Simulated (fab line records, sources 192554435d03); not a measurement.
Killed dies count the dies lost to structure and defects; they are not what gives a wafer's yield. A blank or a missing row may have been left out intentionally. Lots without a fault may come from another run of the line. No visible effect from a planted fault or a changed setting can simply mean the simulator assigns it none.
Comparing a struck lot with a sound one + flow n5_finfet + 14 out of 1938 route steps
Sound: wafers L724.1, L724.4, L724.5. Struck: wafers L720.2, L720.6 (left out: L720.1, a lot-mate that was not struck); the cause follows at the end.
For every step that has rows: the tool of each side, followed by ch and its chambers, followed by its first start. Under that, the readings that differ: sound wafers + struck wafers + difference of the means + sigmas: that difference in standard deviations of wafers without a fault.
alike: readings with means less than 2 such deviations apart, plus words and numbers identical on both sides. not compared: withheld readings, readings lacking a value on some wafer, bounds such as >300 that could conceal the same value, and numbers that have no deviation in the record and whose values overlap.
The two part at a step that has a row with sigmas, a row that says differs or no value, or rows on one side only. Non-overlapping numbers with no deviation appear without sigmas and do not part them. A reading missing from all wafers of one side parts the sides only when that side holds two or more wafers.

first, 2 steps without rows for these wafers: N5_BEOL_M13_PRECLEAN_39 (cleans in residue remover, time 60 s); N5_BEOL_M13_SRD_40 (time 30 s, dry time 30 s).
N5_BEOL_M13_DEGAS_41: time 60 s.
  sound: pvd_sputter-01 at day 14 18:15; struck: pvd_sputter-01 at day 14 21:13
  alike: heater_power_w
then, 2 steps without rows for these wafers: N5_BEOL_M13_PRE_CLEAN_42 (time 30 s); N5_BEOL_M13_SPUTTER_43 (material TaN, target thk 15 nm, time 24.19 s).
N5_BEOL_M13_SPUTTER_44: material Ta, target thk 10 nm, time 16.13 s.
  sound: pvd_sputter-01 at day 14 18:25; struck: pvd_sputter-01 at day 14 21:22
  alike: throttle_valve_pct
N5_BEOL_M13_SPUTTER_45: material Cu, target thk 80 nm, time 13.33 s.
  sound: pvd_sputter-01 at day 14 18:29; struck: pvd_sputter-01 at day 14 21:27
  alike: throttle_valve_pct
then, 1 step without rows for these wafers: N5_BEOL_M13_ECD_47 (material Cu, target thk 936 nm).
N5_BEOL_M13_ANNEAL_48: time 90 s.
  sound on rtp_anneal-01 ch 0, day 14 19:30; struck on rtp_anneal-01 ch 0, day 14 21:44
  alike: anneal_temp_c_max, wafer_temp_C_max
N5_BEOL_M13_CMP_49: polishes, stops on SiOC, t overpolish 17.1 s, target thk 420 nm.
  sound on cmp-04 ch 0,2,3, day 14 19:53; struck on cmp-01 ch 3, day 14 22:01
| reading                      | sound          | struck    | difference | sigmas |
|------------------------------|----------------|-----------|------------|--------|
| barrier_field_endpoint_s (s) | 29.1 29.3 29.9 | 31.5 31.9 | +2.3       | +3     |
  alike: motor_current_A, overpolish_run_s
N5_BEOL_M13_THK_MEAS_50: measures by xrf.
  sound: film_metro-02 at day 14 20:07; struck: film_metro-02 at day 14 22:19
  alike: M13_THK
then, 1 step without rows for these wafers: N5_BEOL_M13_PRE_CLEAN_52 (time 15 s).
N5_BEOL_M13_DEP_53: deposits SiCN from 3MS/NH3, target thk 50 nm, time 17.8 s.
  sound on pecvd-03 ch 1,2, day 14 20:11; struck on pecvd-04 ch 0, day 14 22:23
| reading                                   | sound        | struck    | difference | sigmas |
|-------------------------------------------|--------------|-----------|------------|--------|
| model.SiCN_of_BEOL_M13_DEP_53.thk_nm (nm) | 49 49.8 50.4 | 28.6 28.8 | -21.0      |        |
  alike: showerhead_plenum_p_Torr, throttle_valve_pct
N5_BEOL_M13_RS_MEAS_54: measures by four-point-probe.
  sound: film_metro-01 at day 14 20:16; struck: film_metro-02 at day 14 22:27
  alike: M13_RS

== WHERE THEY PART ==
Only at N5_BEOL_M13_CMP_49, within this record. Later steps at which nothing parts them and some readings are alike: N5_BEOL_M13_THK_MEAS_50, N5_BEOL_M13_DEP_53, N5_BEOL_M13_RS_MEAS_54.

WHY: what had been put in by the simulator
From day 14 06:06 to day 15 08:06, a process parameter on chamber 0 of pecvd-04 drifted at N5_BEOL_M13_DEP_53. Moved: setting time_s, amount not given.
